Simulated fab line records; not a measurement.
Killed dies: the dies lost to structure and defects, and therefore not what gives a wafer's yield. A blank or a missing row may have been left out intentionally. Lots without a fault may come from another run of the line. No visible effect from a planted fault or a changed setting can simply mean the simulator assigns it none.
Comparing a struck lot with a sound one -- flow n5Finfet -- 18 out of 1938 route steps
Sound: these wafers, L836.2, L836.3, L836.6. Wafers L829.1, L829.5, L829.6 were the ones struck. At the end, the cause is stated.
Each step with rows lists, per side, the tool, then ch with its chambers, then its first start. Under that, the readings that differ: sound wafers -- struck wafers -- difference of the means -- sigmas: that difference in standard deviations of wafers without a fault.
alike: same words and numbers on both sides, and readings whose means sit less than 2 such deviations apart. not compared: any withheld reading, any reading some wafer has no value for, any bound like >300 that may hide the same value, and any number with overlapping values for which the record gives no deviation.
Wherever a step has rows on one side only, a row that says differs or no value, or a row with sigmas, the two part there. Non-overlapping numbers with no deviation appear without sigmas and do not part them. A reading missing from all wafers of one side parts the sides only when that side holds two or more wafers.

first, 9 steps without rows for these wafers: N5_FIN_CUT_COAT_02 (resist thk 30 nm); N5_FIN_CUT_EBR_04; N5_FIN_CUT_SOFTBAKE_03 (time 60 s); N5_FIN_CUT_EXPOSE_05 (exposes mask FIN CUT); N5_FIN_CUT_PEB_06 (peb time 60 s); N5_FIN_CUT_DEVELOP_07 (develop time 30 s); N5_FIN_CUT_DESCUM_13 (chemistry O2, time 7 s); N5_FIN_CUT_ETCH_30 (etches underlayer in N2/H2, target depth 13 nm, time 10.4 s); N5_FIN_CUT_ETCH_20 (etches SiARC in CF4, target depth 26 nm, time 43.3 s).
N5_FIN_CUT_ETCH_21: etches SOC in N2/H2, target depth 219 nm, overetch 43.8 nm, time 523.5 s.
  sound on rieDiel-03 ch 0,2,3, day 7 09:19; struck on rieDiel-06 ch 0,2,3, day 5 15:19
  no value came back on the struck wafers for any of 8 readings (biasW (W), chamberPressureMTorr (mTorr) and others); on the sound wafers biasW (W) reads 60.82 61.25 61.41
reading,sound,struck,difference,sigmas
model.underlayer_of_FIN_CUT_COAT_29.thkNm (nm),0 0 0,9.2 9.2 9.2,+9.2,
model.SiARC_of_FIN_CUT_COAT_19.thkNm (nm),12 11.8 11.8,20 20 20,+8,
  not compared: rfHoursCounterH
then, 4 steps without rows for these wafers: N5_FIN_CUT_STRIP_23 (strips in N2/H2); N5_FIN_CUT_STRIP_31 (strips in N2/H2); N5_FIN_CUT_STRIP_24 (strips in CF4); N5_FIN_CUT_CUT_ETCH_26 (etches SiNx in CH3F/O2, target depth 39 nm, time 55.7 s).
N5_FIN_CUT_CUT_ETCH_27: etches SiO2 in CHF3/O2, target depth 4 nm, overetch 2 nm, time 4.9 s.
  sound on rieDiel-03 ch 0,2,3, day 7 09:43; struck on rieDiel-06 ch 0,2,3, day 5 15:42
reading,sound,struck,difference,sigmas
drypumpMotorCurrentA (A),5.5 5.1 4.7,6.6 6.0 6.0,+1.1,+2
oesProductAu (a.u.),0.75 0.64 0.61,0.36 0.30 0.29,-0.35,-6
  alike: CHF3_flow_sccm, O2_flow_sccm, rfFwdPowerW, rfVppV, showerheadPlenumPTorr, throttleValvePct
  not compared: rfHoursCounterH
then, 1 step without rows for these wafers: N5_FIN_CUT_PRECLEAN_35 (cleans in vHF, time 13.3 s).
N5_BEOL_M4_RC_MEAS_101:
  the record has rows for the sound wafers here (prober-02 ch 0, day 14 14:28) and none for the struck ones
-- here the record skips 12 days between the struck wafers' starts before and after, leaving off in module BEOL_M4 and picking up in module PASSIVATION (first step shown: number 1936 of the route) --
N5_PASSIVATION_PROBE_49:
  only the struck wafers here have rows in the record (prober-02, day 17 23:10); the sound ones have none

== WHERE THEY PART ==
At N5_FIN_CUT_ETCH_21 first; at N5_PASSIVATION_PROBE_49 last (within this record only).

WHY: what the simulator had put in
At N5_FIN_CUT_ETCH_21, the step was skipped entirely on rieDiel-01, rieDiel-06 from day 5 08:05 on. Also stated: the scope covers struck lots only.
